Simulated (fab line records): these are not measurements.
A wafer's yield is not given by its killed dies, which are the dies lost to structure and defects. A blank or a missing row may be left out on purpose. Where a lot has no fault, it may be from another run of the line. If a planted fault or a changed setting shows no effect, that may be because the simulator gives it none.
Struck lot and sound lot, side by side | flow n5 finfet | 15 out of 1938 route steps
Sound: wafers L576.1, L576.5, L576.6. Struck: wafer L583.1 (left out: L583.5, L583.6 of the same lot, which were not struck); the cause appears at the end.
Order at every step that has rows: each side's tool, ch and its chambers, its first start. Under that, the readings that differ: sound wafers | struck wafers | difference of the means | sigmas: that difference in standard deviations of wafers without a fault.
alike: same words and numbers on both sides, and readings whose means sit less than 2 such deviations apart. not compared: any withheld reading, any reading some wafer has no value for, any bound like >300 that may hide the same value, and any number with overlapping values for which the record gives no deviation.
The two part at a step that has a row with sigmas, a row that says differs or no value, or rows on one side only. When numbers do not overlap yet have no deviation, they are printed without sigmas and do not part them. A reading missing from all wafers of one side parts the sides only when that side holds two or more wafers.

N5_SD_ACTIVATION_LSA_01: time 0.0008 s.
  sound on laser anneal-02 ch 0, day 4 07:57; struck on laser anneal-01 ch 0, day 6 05:46
  reading          | sound                | struck | difference | sigmas
  wafer_temp_C_max | 1087.1 1086.2 1084.6 | 1091.3 | +5.3       | +3
N5_SD_ACTIVATION_RS_MEAS_03: measures by four-point-probe.
  sound on film metro-01 at day 4 08:10; struck on film metro-02 at day 6 05:58
  reading          | sound          | struck | difference | sigmas
  RS_SD_P (ohm/sq) | 55.5 55.7 54.9 | 58.4   | +3.0       | +3
  alike: RS_SD_N
N5_SD_ACTIVATION_INSPECT_02: inspects for defects (darkfield).
  sound on defect inspect-01 at day 4 08:29; struck on defect inspect-01 at day 6 06:17
  alike: raw defect count
N5_ILD0_LINER_00: material SiNx, target thk 4 nm, pulse time 1 s, purge time 2 s.
  sound on ald sin-03 ch 0,1,3, day 4 08:31; struck on ald sin-02 ch 1, day 6 06:19
  alike: heater power w, precursor pulse height rel
  not compared: since wet clean h
then, 2 steps without rows for these wafers: N5_ILD0_FCVD_FILL_01 (material SiO2 flowable, target thk 200 nm, time 328.3 s); N5_ILD0_CURE_02 (time 1800 s).
N5_ILD0_CMP_03: polishes, stops on SiNx, t overpolish 1.9 s, target thk 197.38 nm.
  sound on cmp-01 ch 2,3, day 4 10:57; struck on cmp-01 ch 0, day 6 08:49
  alike: motor current A, overpolish run s, slurry flow ml min, time to endpoint s
N5_ILD0_THK_MEAS_04:
  sound on film metro-02 at day 4 11:12; struck on film metro-01 at day 6 09:06
  alike: thk nm
N5_ILD0_CMP_07: polishes SiO2 flowable, stops on poly-Si, t overpolish 1.18 s, target thk 138.88 nm.
  sound on cmp-03 ch 0,2,3, day 4 11:20; struck on cmp-01 ch 3, day 6 09:23
  alike: motor current A, slurry flow ml min
N5_ILD0_THK_MEAS_08:
  sound on film metro-02 at day 4 11:31; struck on film metro-01 at day 6 09:34
  alike: thk nm
then, 1 step without rows for these wafers: N5_ILD0_PRECLEAN_10 (cleans in NF3:NH3, afs cycles 5, time 20 s, sublimation time 60 s).
N5_ILD0_ALD_15: deposits SiNx, target thk 24 nm, pulse time 1 s, ald cycles 480.
  sound on ald sin-02 ch 0,2,3, day 4 12:14; struck on ald sin-01 ch 2, day 6 10:29
  reading                               | sound       | struck | difference | sigmas
  ald cycles                            | 480 480 480 | 369    | -111       |
  model.SiNx_of_ILD0_ALD_15.thk nm (nm) | 24 24 24    | 18.4   | -5.6       |
  alike: heater power w, precursor pulse height rel
  not compared: since wet clean h
N5_ILD0_CMP_12: polishes SiNx, stops on poly-Si, t overpolish 6 s, target thk 17.67 nm.
  sound on cmp-01 ch 0,3, day 4 14:29; struck on cmp-01 ch 3, day 6 12:41
  alike: motor current A, slurry flow ml min, time to endpoint s
N5_ILD0_THK_MEAS_13:
  sound on film metro-02 at day 4 14:44; struck on film metro-02 at day 6 12:58
  alike: thk nm
-- the record jumps here: 5 days lie between the struck wafers' starts before and after (it left off in module ILD0 and takes up again in module BEOL_M4, whose first step shown is number 1111 of the route) --
N5_BEOL_M4_RC_MEAS_101:
  sound on prober-01 ch 0, day 8 20:00; struck on prober-02 ch 0, day 11 06:46
  reading   | sound          | struck | difference | sigmas
  VT_P (mV) | -245 -244 -240 | -252   | -9         | -3
  alike: DIBL_N, DIBL_P, IOFF_N, IOFF_P, ION_N, ION_P, SS_N, SS_P, VT_N

== WHERE THEY PART ==
At N5_SD_ACTIVATION_LSA_01 first; at N5_BEOL_M4_RC_MEAS_101 last (within this record only).

WHY: the cause the simulator had injected
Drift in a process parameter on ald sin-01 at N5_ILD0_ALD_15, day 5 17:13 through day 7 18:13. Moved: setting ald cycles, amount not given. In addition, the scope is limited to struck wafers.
